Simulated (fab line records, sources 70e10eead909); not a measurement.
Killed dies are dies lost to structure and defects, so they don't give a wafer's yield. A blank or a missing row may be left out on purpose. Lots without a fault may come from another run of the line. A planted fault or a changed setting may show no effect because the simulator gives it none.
One fault seen from 2 desks | flow nand_harc | each desk has only its own numbers; what lay behind them comes last

THE METROLOGY DESK
What the gauges read, lot by lot, whatever tool the lot ran on: means of the sampled wafers that have a number. A lot is out of limits, marked OUT, if its mean lies more than 4 standard deviations from the usual mean; the brackets give that distance.
Columns: A = overlay_x_nm at NHARC_A_BLC_OVL_MEAS_11, usual -0.2 nm; B = overlay_y_nm at NHARC_A_BLC_OVL_MEAS_11, usual 0.2 nm; C = cd_nm at NHARC_A_M0_CD_MEAS_09, usual 80.2 nm
lot  | first seen here | A    | B    | C
L826 | day 22 19:37    | -0.5 | 0.1  | 81.2
L828 | day 23 12:32    | -0.4 | 0.5  | 80.3
L830 | day 23 17:37    | -0.0 | 0.7  | 80.6
L829 | day 23 19:23    | 0.1  | -0.6 | 80.1
L831 | day 24 11:02    | 1.0  | 0.5  | 81.1
L832 | day 25 01:59    | 1.1  | -1.4 | 79.4
L833 | day 25 19:42    | -0.1 | 0.3  | 79.4
L836 | day 26 16:30    | -0.2 | -0.2 | 80.4
L837 | day 26 20:32    | 0.1  | 0.6  | 80.1
L838 | day 27 14:53    | -1.1 | -0.6 | 80.6
L840 | day 28 13:42    | -0.5 | 1.2  | 80.5
L844 | day 30 07:03    | -1.6 | -0.5 | 79.7
L847 | day 31 12:34    | 0.8  | 1.0  | 109.5 (+35) OUT
L848 | day 31 14:03    | -0.5 | 0.9  | 108.5 (+34) OUT
This desk's finding: out of limits on L847, L848; first on L847, day 31 18:10 (cd_nm at NHARC_A_M0_CD_MEAS_09). In limits: L826, L828, L830, L829, L831, L832, L833, L836, L837, L838, L840, L844.

THE TOOL OWNER'S DESK: litho_track-04
The tool's own readings at NHARC_A_M0_PEB_07 (peb time 65 s): means of the sampled wafers that have a number, for each lot that ran on this tool. A lot is out of limits, marked OUT, if its mean lies more than 4 standard deviations from the usual mean; the brackets give that distance.
Columns: A = heater_power_total_W at NHARC_A_M0_PEB_07, usual 156.6 W; B = plate_temp_C at NHARC_A_M0_PEB_07, usual 100.02 C
lot  | first seen here | A               | B
L831 | day 24 14:53    | 156.9           | 100.04
L833 | day 25 23:34    | 156.6           | 100.01
L838 | day 27 18:40    | 156.7           | 100.09
L840 | day 28 17:34    | 156.8           | 100.10
L847 | day 31 18:05    | 177.0 (+48) OUT | 109.41 (+72) OUT
L848 | day 31 19:55    | 176.9 (+47) OUT | 109.13 (+70) OUT
This desk's finding: out of limits on L847, L848; first on L847, day 31 18:05 (heater_power_total_W at NHARC_A_M0_PEB_07). In limits: L831, L833, L838, L840.

PUT TOGETHER
The tool owner's desk could have raised an alarm at day 31 18:05, on L847, L848.
The metrology desk could have raised an alarm at day 31 18:10, on L847, L848.
Of the lots named, all ran NHARC_A_M0_PEB_07 on litho_track-04.

WHAT THE SIMULATOR HAD PUT IN
Process parameter drift: litho_track-04, from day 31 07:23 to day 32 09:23, at NHARC_A_M0_PEB_07. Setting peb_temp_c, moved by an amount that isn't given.
Lots struck among those shown: L847, L848.
Hours from the fault's start to each desk's first reading out of limits: the tool owner's desk, 11; the metrology desk, 11.
